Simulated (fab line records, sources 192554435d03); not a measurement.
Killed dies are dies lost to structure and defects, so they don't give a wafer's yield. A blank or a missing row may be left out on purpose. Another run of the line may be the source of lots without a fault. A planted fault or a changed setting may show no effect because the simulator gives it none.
Split-lot experiment | flow n5 finfet | 7 lots, 39 wafers read, on a route of 1938 steps

== ABOUT THE SPLIT ==
At N5_FIN_SAQP_ALD_61 (deposits SiO2, target thk 4 nm, pulse time 1 s, purge time 2 s), the setting temp c was moved away from the recipe's 300 C on 15 of the 39 wafers read, by -3.8% to +4.4%. For the rest of the wafers, this setting stayed at what the recipe calls for.

The split's own step is where the reading is taken.

== THE READING ==
SiO2_of_FIN_SAQP_ALD_61.thk nm (the simulator's own value, which no gauge read), in nm, at N5_FIN_SAQP_ALD_61 (deposits SiO2, target thk 4 nm, pulse time 1 s, purge time 2 s). No usual value for it is given in the file. Here, 24 wafers ran the recipe; their average is 4.006 nm with a standard deviation of 0.02 nm.

wafer  | tool, chamber at the split | temp c as run, C | against the recipe | SiO2_of_FIN_SAQP_ALD_61.thk nm, nm | against lot-mates on the recipe
L074.1 | ald sin-02, 3              | 300              | recipe             | 4.022                              | -
L074.4 | ald sin-02, 0              | 300              | recipe             | 3.983                              | -
L074.6 | ald sin-02, 1              | 300              | recipe             | 4.023                              | -
L081.1 | ald sin-03, 1              | 300              | recipe             | 4.011                              | -
L081.2 | ald sin-03, 2              | 300              | recipe             | 4.003                              | -
L081.3 | ald sin-03, 0              | 300              | recipe             | 4.038                              | -
L081.4 | ald sin-03, 3              | 311.9            | +4.0%              | 3.923                              | -0.094
L081.5 | ald sin-03, 0              | 311.9            | +4.0%              | 3.964                              | -0.053
L081.6 | ald sin-03, 1              | 311.9            | +4.0%              | 3.953                              | -0.064
L082.1 | ald sin-02, 3              | 300              | recipe             | 4.03                               | -
L082.2 | ald sin-02, 1              | 300              | recipe             | 4.01                               | -
L082.3 | ald sin-02, 2              | 293.1            | -2.3%              | 4.122                              | +0.102
L082.4 | ald sin-02, 0              | 293.1            | -2.3%              | 4.13                               | +0.110
L082.5 | ald sin-02, 1              | 300              | recipe             | 4.019                              | -
L082.6 | ald sin-02, 2              | 293.1            | -2.3%              | 4.101                              | +0.081
L083.1 | ald sin-04, 3              | 300              | recipe             | 4.004                              | -
L083.2 | ald sin-04, 1              | 300              | recipe             | 3.98                               | -
L083.3 | ald sin-04, 2              | 300              | recipe             | 4.05                               | -
L083.4 | ald sin-04, 0,3            | 300              | recipe             | 3.992                              | -
L083.6 | ald sin-04, 0,3            | 300              | recipe             | 3.992                              | -
L083.5 | ald sin-04, 0              | 300              | recipe             | 4.036                              | -
L089.1 | ald sin-02, 3              | 300              | recipe             | 4.02                               | -
L089.2 | ald sin-02, 0,2            | 300              | recipe             | 3.998                              | -
L089.5 | ald sin-02, 0,2            | 300              | recipe             | 3.998                              | -
L089.3 | ald sin-02, 1              | 310.3            | +3.4%              | 3.933                              | -0.072
L089.4 | ald sin-02, 2              | 310.3            | +3.4%              | 3.943                              | -0.062
L089.6 | ald sin-02, 1              | 310.3            | +3.4%              | 3.954                              | -0.051
L091.1 | ald sin-04, 2              | 300              | recipe             | 3.994                              | -
L091.2 | ald sin-04, 3              | 313.2            | +4.4%              | 3.916                              | -0.074
L091.3 | ald sin-04, 1              | 313.2            | +4.4%              | 3.93                               | -0.060
L091.4 | ald sin-04, 0              | 300              | recipe             | 3.99                               | -
L091.5 | ald sin-04, 3              | 300              | recipe             | 3.985                              | -
L091.6 | ald sin-04, 0              | 313.2            | +4.4%              | 3.924                              | -0.066
L094.1 | ald sin-04, 1              | 288.7            | -3.8%              | 4.139                              | +0.153
L094.2 | ald sin-04, 3              | 300              | recipe             | 3.979                              | -
L094.3 | ald sin-04, 2              | 300              | recipe             | 4                                  | -
L094.4 | ald sin-04, 0              | 288.7            | -3.8%              | 4.155                              | +0.169
L094.5 | ald sin-04, 3              | 300              | recipe             | 3.98                               | -
L094.6 | ald sin-04, 0              | 288.7            | -3.8%              | 4.137                              | +0.151
If several chambers appear in one row, that row covers several wafers at once and the file leaves open which wafer was in which chamber.

FIT RESULTS
A straight line over all 39 wafers: SiO2_of_FIN_SAQP_ALD_61.thk nm changes by -0.0252 nm for each +1% of temp c; r = -0.91; the points scatter about the line by 0.027 nm.
The same after taking each lot's own level away (the mean of its wafers on the recipe; 39 wafers): -0.0255 nm for each +1%; r = -0.91; scatter 0.026 nm.
Per that fit: largest temp c move, reading shift of 0.11 nm.
The span of the lots' own levels, 3.9863 to 4.0197 nm, comes to 1.7 times the standard deviation stated above.
Hence the lot-to-lot level has little effect on the slope; both slopes agree.
Check: for one of the wafers moved furthest among these (+4.4%), held out of the fit, the line's prediction against its lot-mates is -0.0994 nm. Against them it came out at -0.0737 nm.

== FURTHER SPLITS ON THESE WAFERS ==
Before the reading, these wafers also passed through other splits. Each is held against what the fit with the lots' levels taken away leaves over:
other split on the same wafers | wafers away from the commonest value | r with SiO2_of_FIN_SAQP_ALD_61.thk nm (lot level and that fit taken away)
N5_WELL_APT_EPI_41 time s      | 18                                   | -0.01

== THE FILE'S OWN FIT ==
SiO2_of_FIN_SAQP_ALD_61.thk nm changes by -0.0242 nm for each +1% of temp c, r = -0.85.
